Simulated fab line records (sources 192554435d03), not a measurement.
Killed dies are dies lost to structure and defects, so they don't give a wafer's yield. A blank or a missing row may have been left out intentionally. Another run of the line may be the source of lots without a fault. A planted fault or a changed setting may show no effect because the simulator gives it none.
8D (eight disciplines) problem report, filled in by code + flow n5_finfet + the parts of the form that need people (team, actions taken, sign-off) are left out

## 1. PROBLEM STATEMENT
bias_w at N5_BEOL_M6_ETCH_62 reads a mean of 174.7 W on 6 wafers of 2 lots; wafers without a fault read 150.0 W with a standard deviation of 0.45. Relative to the usual mean, that is a shift of +55 standard deviations.
The step: etches SOC in N2/H2, target depth 110 nm, overetch 22 nm, time 165 s.
First seen on wafer L439.2, day 12 03:10, on rie_diel-05. At this step, 33 wafers from 11 lots have a number in the record. Rule for "out", or "out of limits": more than 4 standard deviations from the usual mean. Any other wafer with a number is counted as sound.

## 2. WHAT IT IS AND WHAT IT IS NOT
| question                    | is                     | is not                                                                                                  |
|-----------------------------|------------------------|---------------------------------------------------------------------------------------------------------|
| which readings at this step | bias_w, rf_vpp_V       | drypump_motor_current_A, oes_product_au, showerhead_plenum_p_Torr, throttle_valve_pct                   |
| which lots                  | L439, L441             | L430, L431, L443, L447, L449, L450, L451, L452, L453                                                    |
| which wafers of those lots  | all that have a number | -                                                                                                       |
| read on which tools         | rie_diel-05            | rie_diel-02, rie_diel-04                                                                                |
| when                        | from day 12 03:10      | up to then (6 sound wafers); but 21 sound wafers of L443, L447, L449, L450, L451, L452, L453 came after |

## 3. SUSPECTS, AND WHAT RULES EACH OUT
Counting: a tool at any process step up to the reading remains a suspect when it ran all the lots that are out and ran no sound lot after the first of those.
- rie_diel-05 at N5_BEOL_M6_ETCH_62 (etches SOC in N2/H2, target depth 110 nm, overetch 22 nm, time 165 s): kept. It ran every lot that is out, first L439 (day 12 03:10), and no sound lot after that. Its own readings are out on those wafers: bias_w, rf_vpp_V.
Left after counting: rie_diel-05 at N5_BEOL_M6_ETCH_62.

## 4. THE CAUSE (what the simulator had put in)
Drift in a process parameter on rie_diel-05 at N5_BEOL_M6_ETCH_62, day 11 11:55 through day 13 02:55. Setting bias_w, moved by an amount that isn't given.
Only this tool survived the counting.

## 5. THE EFFECT CHAIN, in route order
One row per reading whose mean, taken over the struck wafers that have a number, lies over 3 standard deviations from the usual. Scope: only readings with a usual standard deviation given in the record; hours: median across lots of the time from each lot's start at the first step in this table that gives one to its start at this step; sigmas: change in usual standard deviations.
| hours | step               | reading  | usual   | on struck wafers | change | sigmas |
|-------|--------------------|----------|---------|------------------|--------|--------|
| 0     | N5_BEOL_M6_ETCH_62 | bias_w   | 150.0 W | 174.7            | +24.7  | +55    |
| 0     | N5_BEOL_M6_ETCH_62 | rf_vpp_V | 524.8 V | 578.1            | +53.3  | +19    |
Process steps it contains:
- N5_BEOL_M6_ETCH_62: etches SOC in N2/H2, target depth 110 nm, overetch 22 nm, time 165 s.

## 6. HOW IT WOULD HAVE BEEN CAUGHT EARLIER
The fault began at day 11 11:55; the first out-of-limits reading in this record came at day 12 03:10, 15 hours later.
